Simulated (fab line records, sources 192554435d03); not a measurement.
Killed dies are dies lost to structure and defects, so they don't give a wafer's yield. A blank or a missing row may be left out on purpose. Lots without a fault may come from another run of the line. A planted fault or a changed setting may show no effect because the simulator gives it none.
fab line records | flow n5_finfet
record lots=7 wafers=39
route steps=1938 shown PASSIVATION@1929
start_h: hours from the record's first day to the start of the lot's first wafer shown | wait_h: hours since the lot's step before | " the same as in the row above | L1.1+2: a row that stands for several wafers | - no value, or no start given | * or withheld: withheld | < > ~ a bound
route shown NAME@n: a module of which the file shows steps, and the number in the route of the first | usual: mean/standard deviation of fault-free wafers | same: alike in all rows | chamber/n: place in a boat | sites: the reading at each site | _std_site: their standard deviation | _edge_site: outer sites' mean less inner sites' | radius_mm: how far each site lies from the wafer's centre | mask NAME#n: copy n | behind: the tool/chamber that last shaped the wafer | hold: why the lot was held/for how many hours/how that ended | device: the transistor (n, p or np) that didn't switch | end of line: the same wafers' tests at the end of the route | a step without rows: its recipe alone | killed: dies lost to structure and defects at the first sort, not the wafer's yield | map: a wafer's dies, x killed, . not, _ none there
set.NAME: the setting as run; set.NAME@STEP: as run at that earlier step | model.NAME: the simulator's own value behind a step, which no gauge read
lots whose settings were changed on purpose; a table a step, a row a wafer
## steps
# step N5_PASSIVATION_PASS_ETCH_47
# recipe chemistry=CF4/O2 target=SiNx target_depth_a=7700 time_s=385 ion_energy_ev=100 pressure_mtorr=40 source_w=535 bias_w=49 Ar_flow_sccm=100 cf4_flow_sccm=100 O2_flow_sccm=10
# columns lot.wafer tool chamber start_h wait_h set.time_s model.etch.depth_nm
L076.1 rie_diel-04 3 275.54 0.0 385 769
L076.2 " 1 " " 535 1088
L076.3 " 0 " " 385 779
L076.4 " 2 " " 535 1031
L076.5 " 1 " " 385 775.7
L076.6 " 0 " " 535 1087
L079.2 rie_diel-03 1 301.20 0.0 385 779.1
L079.4 " 2 " " 385 779.6
L079.6 " 2 " " 385 776.8
L085.1 rie_diel-05 2 339.66 0.0 385 767.2
L085.2 " 1 " " 385 747.7
L085.3 " 3 " " 524 1067
L085.4 " 0 " " 524 1061
L085.5 " 2 " " 524 1046
L085.6 " 1 " " 385 745.9
L089.1 rie_diel-05 2 355.00 0.0 607.3 1219
L089.2 " 3 " " 385 784.4
L089.3 " 0 " " 607.3 1241
L089.4 " 1 " " 607.3 1184
L089.5 " 1 " " 385 751.6
L089.6 " 2 " " 385 772.8
L092.1 rie_diel-04 2 383.81 0.0 385 758.4
L092.2 " 1 " " 230.3 470.5
L092.3 " 0 " " 385 784.7
L092.4 " 2 " " 230.3 453.2
L092.5 " 0 " " 385 783
L092.6 " 1 " " 230.3 470.7
L094.1 rie_diel-04 0 407.01 0.0 385 782.5
L094.2 " 1 " " 385 782.2
L094.3 " 3 " " 442.8 901.4
L094.4 " 0 " " 442.8 902.1
L094.5 " 1 " " 442.8 896.5
L094.6 " 3 " " 385 781
L096.1 rie_diel-04 3 411.10 0.0 385 791.4
L096.2 " 0 " " 385 784.6
L096.3 " 1 " " 173.1 350.7
L096.4 " 1 " " 173.1 352
L096.5 " 3 " " 173.1 352.6
L096.6 " 0 " " 385 781.7
## key
split step=N5_PASSIVATION_PASS_ETCH_47 setting=time_s stated=385 by=wafer
response step=N5_PASSIVATION_PASS_ETCH_47 reading=model.etch.depth_nm change=+7.83 per=1% r=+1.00
